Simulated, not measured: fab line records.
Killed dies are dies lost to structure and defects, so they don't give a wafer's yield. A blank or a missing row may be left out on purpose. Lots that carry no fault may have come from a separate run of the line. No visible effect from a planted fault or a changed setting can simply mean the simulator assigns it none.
fab line records -- flow n5-finfet
record lots=7, wafers=21
route steps=1938 shown BEOL_M0_SAQP@686 BEOL_M1@780 BEOL_M2@841
start-h: start of the lot's first displayed wafer, in hours after the record's first day -- wait-h: hours elapsed since this lot's preceding step -- " as in the row above -- L1.1+2: one row covering several wafers at once -- - value missing, or start not given -- * or withheld: withheld -- < > ~ a bound
route shown NAME@n: NAME is a module with steps in the file, n the number in the route of the first one -- usual: mean and standard deviation over wafers with no fault -- same: alike in all rows -- chamber/n: place in a boat -- sites: each site's reading -- _std_site: their standard deviation -- _edge_site: the outer-site mean with the inner-site mean subtracted -- radius-mm: how far each site lies from the wafer's centre -- mask NAME#n: copy n -- behind: the most recent tool/chamber to have shaped the wafer -- hold: what put the lot on hold/how long, in hours/how the hold closed -- device: the transistor (n, p or np) that didn't switch -- end of line: the same wafers' tests at the end of the route -- step lacking rows: just its recipe -- killed: at the first sort, the dies lost to defects and structure; wafer yield is something else -- map: a wafer's dies, marking killed ones x, the rest . and places with no die _
set.NAME: the setting that was run; set.NAME@STEP: the one run at that earlier step -- model.NAME: the simulator's own value behind a step, which no gauge read
lots with deliberately changed settings; one table per step, one row per wafer
## steps
# step N5_BEOL_M0_SAQP_EXPOSE_37
# recipe mask-id=M0_CUT1, na=0.33, source-shape=annular, sigma-inner=0.35, sigma-outer=0.8, polarization=unpolarized, target-cd-nm=30, dose-mj=44.75
lot.wafer,tool,chamber,start-h,wait-h,mask,set.dose-mj
L075.1+4,euv-scanner-02,0,116.80,-,M0_CUT1#0,44.75
L075.6,euv-scanner-02,0,116.80,-,M0_CUT1#0,45.85
L079.1+2+5,euv-scanner-01,0,139.92,-,M0_CUT1#0,44.75
L084.3+4,euv-scanner-01,0,173.59,-,M0_CUT1#0,44.75
L084.6,euv-scanner-01,0,173.59,-,M0_CUT1#0,42.22
L086.2+5,euv-scanner-01,0,185.52,-,M0_CUT1#0,42.62
L086.3,euv-scanner-01,0,185.52,-,M0_CUT1#0,44.75
L085.2+5+6,euv-scanner-02,0,188.71,-,M0_CUT1#0,44.75
L088.2,euv-scanner-02,0,198.90,-,M0_CUT1#0,44.75
L088.3+4,euv-scanner-02,0,198.90,-,M0_CUT1#0,42.95
L090.2+4+6,euv-scanner-02,0,207.06,-,M0_CUT1#0,44.75
# step N5_BEOL_M0_SAQP_PEB_38
# recipe peb-temp-c=100, peb-time-s=60, resist=CAR-EUV
# step N5_BEOL_M0_SAQP_DEVELOP_39
# recipe develop-time-s=30, developer=TMAH, resist=CAR-EUV, rinse-liquid=surfactant-rinse, dry=air-spin, dev-temp-c=23
# step N5_BEOL_M0_SAQP_CD_MEAS_40
# recipe target-cd-nm=30, landing-energy-ev=500, detector=se-inlens
# usual cd-nm=30.05/0.23
lot.wafer,tool,chamber,start-h,wait-h,set.dose-mj@BEOL_M0_SAQP_EXPOSE_37,cd-nm
L075.1,cd-sem-02,0,116.93,-,44.75,30.01
L075.4,cd-sem-02,0,116.93,-,44.75,30.20
L075.6,cd-sem-02,0,116.93,-,45.85,30.63
L079.1,cd-sem-01,0,140.06,-,44.75,29.68
L079.2,cd-sem-01,0,140.06,-,44.75,29.63
L079.5,cd-sem-01,0,140.06,-,44.75,29.96
L084.3,cd-sem-02,0,173.71,-,44.75,29.83
L084.4,cd-sem-02,0,173.71,-,44.75,29.86
L084.6,cd-sem-02,0,173.71,-,42.22,28.39
L086.2,cd-sem-03,0,185.65,-,42.62,28.94
L086.3,cd-sem-03,0,185.65,-,44.75,29.83
L086.5,cd-sem-03,0,185.65,-,42.62,28.90
L085.2,cd-sem-01,0,188.84,-,44.75,29.92
L085.5,cd-sem-01,0,188.84,-,44.75,29.77
L085.6,cd-sem-01,0,188.84,-,44.75,29.95
L088.2,cd-sem-01,0,199.03,-,44.75,30.50
L088.3,cd-sem-01,0,199.03,-,42.95,29.37
L088.4,cd-sem-01,0,199.03,-,42.95,29.43
L090.2,cd-sem-02,0,207.19,-,44.75,30.44
L090.4,cd-sem-02,0,207.19,-,44.75,29.92
L090.6,cd-sem-02,0,207.19,-,44.75,30.21
# step N5_BEOL_M0_SAQP_DESCUM_45
# recipe chemistry=O2, time-s=7, source-power-w=50, bias-power-w=20, pressure-mtorr=20, rf-frequency-hz=2.712e+07, temp-c=40, resist=CAR-EUV, o2-flow-sccm=225
lot.wafer,tool,chamber,start-h,wait-h,set.time-s,set.dose-mj@BEOL_M0_SAQP_EXPOSE_37,model.BEOL_M0_SAQP.cd-nm,model.CAR-EUV_of_BEOL_M0_SAQP_COAT_34.thk-nm
L075.1,rie-diel-03,0,117.17,0.2,7,44.75,30.2,26.2
L075.4,rie-diel-03,3,117.17,0.2,7,44.75,30,26
L075.6,rie-diel-03,0,117.17,0.2,7,45.85,30.6,26
L079.1+5,rie-diel-04,"0,3",140.18,0.0,7,44.75,30,26.2
L079.2,rie-diel-04,3,140.18,0.0,8.024,44.75,30.2,25.6
L084.3,rie-diel-03,2,173.83,0.0,7,44.75,30,26.2
L084.4,rie-diel-03,1,173.83,0.0,7,44.75,30,26
L084.6,rie-diel-03,2,173.83,0.0,7,42.22,28.6,26.2
L086.2,rie-diel-03,1,185.77,0.0,7,42.62,29,26
L086.3,rie-diel-03,2,185.77,0.0,7.402,44.75,30,26
L086.5,rie-diel-03,0,185.77,0.0,7,42.62,29.2,26.2
L085.2,rie-diel-03,0,188.96,0.0,5.785,44.75,30.2,26.8
L085.5,rie-diel-03,0,188.96,0.0,5.785,44.75,30,26.8
L085.6,rie-diel-03,1,188.96,0.0,7,44.75,30,26.2
L088.2,rie-diel-05,0,199.16,0.1,7,44.75,30.2,26.2
L088.3+4,rie-diel-05,"3,2",199.16,0.1,7,42.95,29.2,26.2
L090.2+4+6,rie-diel-04,"1,0,2",207.32,0.0,7,44.75,30.2,26
# step N5_BEOL_M0_SAQP_ETCH_88
# recipe chemistry=N2/H2, target=underlayer, target-depth-a=65, time-s=5.2, ion-energy-ev=200, mask-material=CAR-EUV, pressure-mtorr=30, source-w=840, bias-w=150, n2-flow-sccm=200, h2-flow-sccm=200, ends=cleared
lot.wafer,tool,chamber,start-h,wait-h,set.dose-mj@BEOL_M0_SAQP_EXPOSE_37,model.BEOL_M0_SAQP.cd-nm
L075.1,rie-diel-03,0,117.20,0.0,44.75,30.2
L075.4,rie-diel-03,3,117.20,0.0,44.75,30
L075.6,rie-diel-03,0,117.20,0.0,45.85,30.6
L079.1,rie-diel-04,0,140.21,0.0,44.75,30
L079.2,rie-diel-04,3,140.21,0.0,44.75,30.2
L079.5,rie-diel-04,3,140.21,0.0,44.75,29.8
L084.3+4,rie-diel-03,"2,1",173.87,0.0,44.75,30
L084.6,rie-diel-03,2,173.87,0.0,42.22,28.6
L086.2+5,rie-diel-03,"1,0",185.81,0.0,42.62,29.2
L086.3,rie-diel-03,2,185.81,0.0,44.75,30
L085.2+5+6,rie-diel-03,"0,0,1",189.00,0.0,44.75,30
L088.2,rie-diel-05,0,199.20,0.0,44.75,30.2
L088.3+4,rie-diel-05,"3,2",199.20,0.0,42.95,29.2
L090.2+4+6,rie-diel-04,"1,0,2",207.35,0.0,44.75,30.2
# step N5_BEOL_M0_SAQP_ETCH_73
# recipe chemistry=CF4, target=SiARC, target-depth-a=195, mask-material=CAR-EUV, time-s=32.5, ion-energy-ev=80, pressure-mtorr=40, source-w=545, bias-w=36, Ar_flow_sccm=100, cf4-flow-sccm=100, ends=cleared
# step N5_BEOL_M0_SAQP_CUT_ETCH_46
# recipe chemistry=N2/H2, target=SOC, target-depth-a=1350, overetch-a=270, temp-c=40, time-s=202.5, ion-energy-ev=200, mask-material=SiARC, pressure-mtorr=30, source-w=840, bias-w=150, n2-flow-sccm=200, h2-flow-sccm=200
lot.wafer,tool,chamber,start-h,wait-h,set.dose-mj@BEOL_M0_SAQP_EXPOSE_37,model.BEOL_M0_SAQP.cd-nm
L075.1,rie-diel-03,0,117.25,0.0,44.75,30.6
L075.4,rie-diel-03,3,117.25,0.0,44.75,29.8
L075.6,rie-diel-03,0,117.25,0.0,45.85,30.8
L079.1,rie-diel-04,0,140.26,0.0,44.75,30.2
L079.2,rie-diel-04,3,140.26,0.0,44.75,30.4
L079.5,rie-diel-04,3,140.26,0.0,44.75,30
L084.3,rie-diel-03,3,173.92,0.0,44.75,29.8
L084.4,rie-diel-03,0,173.92,0.0,44.75,29.6
L084.6,rie-diel-03,2,173.92,0.0,42.22,28.6
L086.2,rie-diel-03,1,185.85,0.0,42.62,29.2
L086.3,rie-diel-03,2,185.85,0.0,44.75,29.8
L086.5,rie-diel-03,0,185.85,0.0,42.62,29
L085.2+5,rie-diel-03,0,189.05,0.0,44.75,30
L085.6,rie-diel-03,1,189.05,0.0,44.75,30.2
L088.2,rie-diel-05,0,199.25,0.0,44.75,30
L088.3,rie-diel-05,3,199.25,0.0,42.95,29
L088.4,rie-diel-05,2,199.25,0.0,42.95,29.2
L090.2+4,rie-diel-04,"1,0",207.40,0.0,44.75,30.4
L090.6,rie-diel-04,2,207.40,0.0,44.75,30.2
# step N5_BEOL_M0_SAQP_STRIP_74
# recipe chemistry=N2/H2, temp-c=40, n2-flow-sccm=200, h2-flow-sccm=200, rf-frequency-hz=6e+07
# step N5_BEOL_M0_SAQP_STRIP_89
# recipe chemistry=N2/H2, temp-c=40, n2-flow-sccm=200, h2-flow-sccm=200, rf-frequency-hz=6e+07
# step N5_BEOL_M0_SAQP_ALD_48
# recipe material=SiO2, target-thk-a=200, temp-c=100, ald-precursor-family=BDEAS, ald-co-reactant=O2-plasma, pulse-time-s=1, co-reactant-pulse-time-s=1, purge-time-s=2, co-reactant-purge-time-s=2, ald-cycles=139, pressure-torr=2
# step N5_BEOL_M0_SAQP_ETCH_49
# recipe chemistry=CF4/O2, target-depth-a=370, target=SiO2, pressure-mtorr=40, source-w=535, bias-w=49, Ar_flow_sccm=100, cf4-flow-sccm=100, O2_flow_sccm=10, ion-energy-ev=100
lot.wafer,tool,chamber,start-h,wait-h,set.dose-mj@BEOL_M0_SAQP_EXPOSE_37,model.BEOL_M0_SAQP.cd-nm
L075.1,rie-diel-05,2,117.98,0.3,44.75,30.6
L075.4,rie-diel-05,3,117.98,0.3,44.75,29.8
L075.6,rie-diel-05,1,117.98,0.3,45.85,30.8
L079.1+5,rie-diel-05,"3,2",141.41,0.3,44.75,30.2
L079.2,rie-diel-05,0,141.41,0.3,44.75,30.4
L084.3,rie-diel-03,3,174.64,0.3,44.75,29.8
L084.4,rie-diel-03,0,174.64,0.3,44.75,29.6
L084.6,rie-diel-03,2,174.64,0.3,42.22,28.8
L086.2,rie-diel-04,3,186.59,0.3,42.62,29.2
L086.3,rie-diel-04,2,186.59,0.3,44.75,29.8
L086.5,rie-diel-04,3,186.59,0.3,42.62,29
L085.2+5,rie-diel-03,"0,1",189.93,0.3,44.75,30
L085.6,rie-diel-03,2,189.93,0.3,44.75,30.2
L088.2,rie-diel-04,1,200.03,0.3,44.75,30
L088.3,rie-diel-04,3,200.03,0.3,42.95,29
L088.4,rie-diel-04,2,200.03,0.3,42.95,29.2
L090.2+4,rie-diel-04,"0,1",208.13,0.3,44.75,30.4
L090.6,rie-diel-04,1,208.13,0.3,44.75,30.2
# step N5_BEOL_M1_COAT_22
# recipe resist=CAR-EUV, spin-rpm=1500, resist-thk-nm=30
lot.wafer,tool,chamber,start-h,wait-h,set.spin-rpm,model.CAR-EUV_of_BEOL_M1_COAT_22.thk-nm
L075.1+4,litho-track-04,0,-,-,1391,31.4
L075.6,litho-track-04,0,-,-,1500,30.4
L079.1,litho-track-05,0,-,-,1584,29.2
L079.2,litho-track-05,0,-,-,1500,30
L079.5,litho-track-05,0,-,-,1500,30.2
L084.3+6,litho-track-05,0,-,-,1400,31.2
L084.4,litho-track-05,0,-,-,1500,30.2
L086.2,litho-track-04,0,-,-,1348,31.6
L086.3+5,litho-track-04,0,-,-,1500,30
L085.2,litho-track-05,0,-,-,1500,30
L085.5+6,litho-track-05,0,-,-,1454,30.4
L088.2,litho-track-04,0,-,-,1455,30.4
L088.3+4,litho-track-04,0,-,-,1500,30
L090.2+4+6,litho-track-05,0,-,-,1500,30
# step N5_BEOL_M1_EBR_24
# recipe solvent=PGMEA, ebr-width-mm=1.5
# step N5_BEOL_M1_SOFTBAKE_23
# recipe temp-c=110, time-s=60, resist=CAR-EUV
# step N5_BEOL_M1_EXPOSE_25
# recipe mask-id=V0, na=0.33, source-shape=quasar, sigma-inner=0.2, sigma-outer=0.8, polarization=unpolarized, defocus-nm=5, target-cd-nm=24, dose-mj=63
# step N5_BEOL_M1_PEB_26
# recipe peb-temp-c=100, peb-time-s=60, resist=CAR-EUV
# step N5_BEOL_M1_DEVELOP_27
# recipe develop-time-s=30, developer=TMAH, resist=CAR-EUV, rinse-liquid=surfactant-rinse, dry=air-spin, dev-temp-c=23
lot.wafer,tool,chamber,start-h,wait-h,set.spin-rpm@BEOL_M1_COAT_22,model.CAR-EUV_of_BEOL_M1_COAT_22.thk-nm
L075.1,litho-track-04,0,-,-,1391,30.8
L075.4,litho-track-04,0,-,-,1391,31
L075.6,litho-track-04,0,-,-,1500,29.8
L079.1,litho-track-05,0,-,-,1584,28.8
L079.2,litho-track-05,0,-,-,1500,29.6
L079.5,litho-track-05,0,-,-,1500,29.8
L084.3,litho-track-05,0,-,-,1400,30.6
L084.4,litho-track-05,0,-,-,1500,29.8
L084.6,litho-track-05,0,-,-,1400,30.8
L086.2,litho-track-05,0,-,-,1348,31.2
L086.3,litho-track-05,0,-,-,1500,29.4
L086.5,litho-track-05,0,-,-,1500,29.6
L085.2,litho-track-04,0,-,-,1500,29.6
L085.5+6,litho-track-04,0,-,-,1454,30
L088.2,litho-track-05,0,-,-,1455,30
L088.3,litho-track-05,0,-,-,1500,29.4
L088.4,litho-track-05,0,-,-,1500,29.6
L090.2+4+6,litho-track-01,0,-,-,1500,29.6
# step N5_BEOL_M1_ALD_98
# recipe material=SiO2, target-thk-a=25, temp-c=100, ald-precursor-family=BDEAS, ald-co-reactant=O2-plasma, pulse-time-s=1, co-reactant-pulse-time-s=1, purge-time-s=2, co-reactant-purge-time-s=2, ald-cycles=17, pressure-torr=2
lot.wafer,tool,chamber,start-h,wait-h,set.ald-cycles,model.SiO2_of_BEOL_M1_ALD_98.thk-nm
L075.1,ald-sin-01,0,128.32,0.1,16,2.4
L075.4,ald-sin-01,1,128.32,0.1,17,2.6
L075.6,ald-sin-01,1,128.32,0.1,17,2.4
L079.1,ald-sin-02,2,149.60,0.1,17,2.4
L079.2+5,ald-sin-02,1,149.60,0.1,15,2.2
L084.3+4,ald-sin-04,"0,3",184.23,1.0,15,2.2
L084.6,ald-sin-04,1,184.23,1.0,17,2.6
L086.2+3,ald-sin-01,"1,3",200.91,0.1,17,2.4
L086.5,ald-sin-01,3,200.91,0.1,19,2.8
L085.2+5,ald-sin-02,"1,0",200.97,0.1,15,2.2
L085.6,ald-sin-02,3,200.97,0.1,17,2.4
L088.2+3+4,ald-sin-04,"0,3,1",206.53,0.3,17,2.4
L090.2+6,ald-sin-01,"3,0",221.58,0.1,17,2.6
L090.4,ald-sin-01,2,221.58,0.1,17,2.4
# step N5_BEOL_M1_ETCHBACK_99
# recipe chemistry=CHF3, target=SiO2, target-depth-a=50, time-s=10.4, source-w=215, bias-w=47, Ar_flow_sccm=200, CHF3_flow_sccm=12, ion-energy-ev=100, pressure-mtorr=30
# step N5_BEOL_M1_ETCH_70
# recipe chemistry=N2/H2, target=SOC, target-depth-a=800, overetch-a=160, mask-material=SiARC, temp-c=40, time-s=120, ion-energy-ev=200, pressure-mtorr=30, source-w=840, bias-w=150, n2-flow-sccm=200, h2-flow-sccm=200
# step N5_BEOL_M1_STRIP_71
# recipe chemistry=N2/H2, temp-c=40, n2-flow-sccm=200, h2-flow-sccm=200, rf-frequency-hz=6e+07
# step N5_BEOL_M1_STRIP_78
# recipe chemistry=N2/H2, temp-c=40, n2-flow-sccm=200, h2-flow-sccm=200, rf-frequency-hz=6e+07
# step N5_BEOL_M1_VIA_ETCH_34
# recipe chemistry=C4F6/O2, target-depth-a=678, mask-material=SOC, pressure-mtorr=15, ion-energy-ev=250, taper-deg=4, time-s=64.4, source-w=350, bias-w=170, Ar_flow_sccm=300, C4F6_flow_sccm=10, O2_flow_sccm=10
lot.wafer,tool,chamber,start-h,wait-h,set.ald-cycles@BEOL_M1_ALD_98,model.BEOL_M1.cd-nm
L075.1,rie-diel-04,0,131.03,0.0,16,18.2
L075.4+6,rie-diel-04,"1,3",131.03,0.0,17,17.8
L079.1,rie-diel-03,0,152.21,0.0,17,17.8
L079.2,rie-diel-03,1,152.21,0.0,15,18.4
L079.5,rie-diel-03,1,152.21,0.0,15,18.6
L084.3,rie-diel-03,1,187.25,0.0,15,18.8
L084.4,rie-diel-03,0,187.25,0.0,15,18.6
L084.6,rie-diel-03,1,187.25,0.0,17,17.8
L086.2,rie-diel-03,2,208.64,0.0,17,17.6
L086.3,rie-diel-03,1,208.64,0.0,17,17.8
L086.5,rie-diel-03,2,208.64,0.0,19,17.2
L085.2,rie-diel-04,3,208.68,0.0,15,19
L085.5,rie-diel-04,1,208.68,0.0,15,18.6
L085.6,rie-diel-04,2,208.68,0.0,17,18.2
L088.2+4,rie-diel-04,"2,1",214.84,0.0,17,18.2
L088.3,rie-diel-04,0,214.84,0.0,17,18
L090.2+6,rie-diel-03,"1,0",226.33,0.0,17,18
L090.4,rie-diel-03,3,226.33,0.0,17,17.8
# step N5_BEOL_M1_DEP_57
# recipe material=SiCN, target-thk-a=80, temp-c=withheld, precursor=3MS/NH3, pressure-torr=3, rf-w=202, time-s=14
lot.wafer,tool,chamber,start-h,wait-h,set.time-s,model.SiCN_of_BEOL_M1_DEP_57.thk-nm
L075.1,pecvd-03,0,136.19,0.0,14,8
L075.4+6,pecvd-03,"0,1",136.19,0.0,14,8.4
L079.1+5,pecvd-01,"2,1",158.16,0.0,14,8
L079.2,pecvd-01,1,158.16,0.0,14,7.8
L084.3+6,pecvd-03,"1,0",191.70,0.0,14,8.2
L084.4,pecvd-03,1,191.70,0.0,13.16,7.6
L085.2,pecvd-02,0,213.03,0.0,14,8
L085.5+6,pecvd-02,"1,0",213.03,0.0,14.79,8.6
L086.2+3,pecvd-01,"1,2",214.68,0.0,12.44,7.2
L086.5,pecvd-01,1,214.68,0.0,14,8
L088.2,pecvd-03,0,219.42,0.0,14,7.6
L088.3,pecvd-03,0,219.42,0.0,14,8
L088.4,pecvd-03,1,219.42,0.0,12.98,7.4
L090.2+6,pecvd-01,2,231.24,0.0,14,8
L090.4,pecvd-01,0,231.24,0.0,14,7.8
# step N5_BEOL_M2_ILD_DEP_00
# recipe material=SiOC, target-thk-a=790, temp-c=350, precursor=DEMS/O2, pressure-torr=5, rf-w=500, time-s=15.3
lot.wafer,tool,chamber,start-h,wait-h,set.time-s,model.SiOC_of_BEOL_M2_ILD_DEP_00.thk-nm
L075.1,pecvd-02,1,136.32,0.0,15.3,79.4
L075.4,pecvd-02,1,136.32,0.0,15.3,80.6
L075.6,pecvd-02,0,136.32,0.0,15.3,80.8
L079.1,pecvd-03,2,158.29,0.0,16.76,84
L079.2,pecvd-03,1,158.29,0.0,16.76,85
L079.5,pecvd-03,1,158.29,0.0,15.3,77.6
L084.3,pecvd-02,1,191.83,0.0,15.3,78.6
L084.4,pecvd-02,0,191.83,0.0,15.3,80
L084.6,pecvd-02,1,191.83,0.0,15.3,80.2
L085.2,pecvd-04,1,213.16,0.0,15.3,77
L085.5,pecvd-04,1,213.16,0.0,15.3,77.4
L085.6,pecvd-04,0,213.16,0.0,15.3,79.2
L086.2+3,pecvd-04,"2,0",214.82,0.0,15.3,77.6
L086.5,pecvd-04,1,214.82,0.0,15.3,78
L088.2,pecvd-04,1,219.57,0.0,15.99,80.2
L088.3,pecvd-04,0,219.57,0.0,15.99,81.6
L088.4,pecvd-04,1,219.57,0.0,15.3,78.6
L090.2,pecvd-03,1,231.37,0.0,15.3,78.4
L090.4+6,pecvd-03,"0,1",231.37,0.0,15.3,79.2
# step N5_BEOL_M2_THK_MEAS_01
# recipe reads=SiOC_of_BEOL_M2_ILD_DEP_00
# usual M2_ILD_THK=78.8/1.1
lot.wafer,tool,chamber,start-h,wait-h,set.time-s@BEOL_M2_ILD_DEP_00,M2_ILD_THK[nm]
L075.1,film-metro-02,-,136.38,0.0,15.3,79.4
L075.4,film-metro-02,-,136.38,0.0,15.3,80.7
L075.6,film-metro-02,-,136.38,0.0,15.3,80.9
L079.1,film-metro-02,-,158.35,0.0,16.76,84.0
L079.2,film-metro-02,-,158.35,0.0,16.76,85.0
L079.5,film-metro-02,-,158.35,0.0,15.3,77.6
L084.3,film-metro-02,-,191.90,0.1,15.3,78.5
L084.4,film-metro-02,-,191.90,0.1,15.3,80.0
L084.6,film-metro-02,-,191.90,0.1,15.3,80.2
L085.2,film-metro-02,-,213.23,0.1,15.3,77.0
L085.5,film-metro-02,-,213.23,0.1,15.3,77.5
L085.6,film-metro-02,-,213.23,0.1,15.3,79.3
L086.2,film-metro-02,-,214.89,0.1,15.3,77.5
L086.3,film-metro-02,-,214.89,0.1,15.3,77.6
L086.5,film-metro-02,-,214.89,0.1,15.3,77.9
L088.2,film-metro-01,-,219.63,0.1,15.99,80.2
L088.3,film-metro-01,-,219.63,0.1,15.99,81.7
L088.4,film-metro-01,-,219.63,0.1,15.3,78.6
L090.2,film-metro-01,-,231.45,0.1,15.3,78.3
L090.4,film-metro-01,-,231.45,0.1,15.3,79.1
L090.6,film-metro-01,-,231.45,0.1,15.3,79.1
# step N5_BEOL_M2_DESCUM_33
# recipe chemistry=O2, time-s=7, source-power-w=50, bias-power-w=20, pressure-mtorr=20, rf-frequency-hz=2.712e+07, temp-c=40, resist=CAR-EUV, o2-flow-sccm=225
lot.wafer,tool,chamber,start-h,wait-h,set.time-s,model.CAR-EUV_of_BEOL_M2_COAT_22.thk-nm
L075.1,rie-diel-06,3,140.18,0.1,7,26
L075.4+6,rie-diel-06,"0,3",140.18,0.1,7,26.2
L079.1+2+5,rie-diel-06,"0,3,1",163.70,0.1,7,26
L084.3,rie-diel-01,0,193.96,0.0,8.419,25.4
L084.4+6,rie-diel-01,"1,2",193.96,0.0,7,26.2
L085.2+5+6,rie-diel-02,"1,3,1",215.31,0.0,6.194,26.6
L086.2+5,rie-diel-01,"0,1",217.26,0.0,7.753,25.8
L086.3,rie-diel-01,3,217.26,0.0,7,26
L088.2+4,rie-diel-02,"2,3",223.19,0.2,5.966,26.6
L088.3,rie-diel-02,3,223.19,0.2,7,26.2
L090.2+4+6,rie-diel-01,"1,2,2",234.96,0.0,7,26.2
# step N5_BEOL_M2_ETCH_77
# recipe chemistry=N2/H2, target=underlayer, target-depth-a=65, mask-material=CAR-EUV, time-s=5.2, ion-energy-ev=200, pressure-mtorr=30, source-w=840, bias-w=150, n2-flow-sccm=200, h2-flow-sccm=200, ends=cleared
lot.wafer,tool,chamber,start-h,wait-h,set.time-s@BEOL_M2_DESCUM_33,model.CAR-EUV_of_BEOL_M2_COAT_22.thk-nm
L075.1+4+6,rie-diel-06,"3,0,3",140.21,0.0,7,20.4
L079.1,rie-diel-06,0,163.73,0.0,7,20.2
L079.2+5,rie-diel-06,"3,1",163.73,0.0,7,20.4
L084.3,rie-diel-01,0,194.00,0.0,8.419,19.8
L084.4+6,rie-diel-01,"1,2",194.00,0.0,7,20.6
L085.2+5+6,rie-diel-02,"1,3,1",215.34,0.0,6.194,20.8
L086.2+5,rie-diel-01,"0,1",217.30,0.0,7.753,20
L086.3,rie-diel-01,3,217.30,0.0,7,20.4
L088.2+4,rie-diel-02,"2,3",223.22,0.0,5.966,20.8
L088.3,rie-diel-02,3,223.22,0.0,7,20.4
L090.2,rie-diel-01,1,234.99,0.0,7,20.6
L090.4+6,rie-diel-01,2,234.99,0.0,7,20.4
## key
split step=N5_BEOL_M0_SAQP_EXPOSE_37, setting=dose-mj, stated=44.75, by=wafer
response step=N5_BEOL_M0_SAQP_CD_MEAS_40, reading=cd-nm, change=+0.238, per=1%, r=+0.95
response step=N5_BEOL_M0_SAQP_DESCUM_45, reading=model.BEOL_M0_SAQP.cd-nm, change=+0.227, per=1%, r=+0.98
response step=N5_BEOL_M0_SAQP_ETCH_88, reading=model.BEOL_M0_SAQP.cd-nm, change=+0.221, per=1%, r=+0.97
response step=N5_BEOL_M0_SAQP_CUT_ETCH_46, reading=model.BEOL_M0_SAQP.cd-nm, change=+0.191, per=1%, r=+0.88
response step=N5_BEOL_M0_SAQP_ETCH_49, reading=model.BEOL_M0_SAQP.cd-nm, change=+0.176, per=1%, r=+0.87
split step=N5_BEOL_M0_SAQP_DESCUM_45, setting=time-s, stated=7, by=wafer
response step=N5_BEOL_M0_SAQP_DESCUM_45, reading=model.CAR-EUV_of_BEOL_M0_SAQP_COAT_34.thk-nm, change=-0.0361, per=1%, r=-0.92
split step=N5_BEOL_M1_COAT_22, setting=spin-rpm, stated=1500, by=wafer
response step=N5_BEOL_M1_COAT_22, reading=model.CAR-EUV_of_BEOL_M1_COAT_22.thk-nm, change=-0.151, per=1%, r=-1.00
response step=N5_BEOL_M1_DEVELOP_27, reading=model.CAR-EUV_of_BEOL_M1_COAT_22.thk-nm, change=-0.156, per=1%, r=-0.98
split step=N5_BEOL_M1_ALD_98, setting=ald-cycles, stated=17, by=wafer
response step=N5_BEOL_M1_ALD_98, reading=model.SiO2_of_BEOL_M1_ALD_98.thk-nm, change=+0.025, per=1%, r=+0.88
response step=N5_BEOL_M1_VIA_ETCH_34, reading=model.BEOL_M1.cd-nm, change=-0.058, per=1%, r=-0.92
split step=N5_BEOL_M1_DEP_57, setting=time-s, stated=14, by=wafer
response step=N5_BEOL_M1_DEP_57, reading=model.SiCN_of_BEOL_M1_DEP_57.thk-nm, change=+0.0768, per=1%, r=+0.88
split step=N5_BEOL_M2_ILD_DEP_00, setting=time-s, stated=15.3, by=wafer
response step=N5_BEOL_M2_ILD_DEP_00, reading=model.SiOC_of_BEOL_M2_ILD_DEP_00.thk-nm, change=+0.684, per=1%, r=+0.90
response step=N5_BEOL_M2_THK_MEAS_01, reading=M2_ILD_THK, change=+0.686, per=1%, r=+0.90
split step=N5_BEOL_M2_DESCUM_33, setting=time-s, stated=7, by=wafer
response step=N5_BEOL_M2_DESCUM_33, reading=model.CAR-EUV_of_BEOL_M2_COAT_22.thk-nm, change=-0.0326, per=1%, r=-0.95
response step=N5_BEOL_M2_ETCH_77, reading=model.CAR-EUV_of_BEOL_M2_COAT_22.thk-nm, change=-0.0355, per=1%, r=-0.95
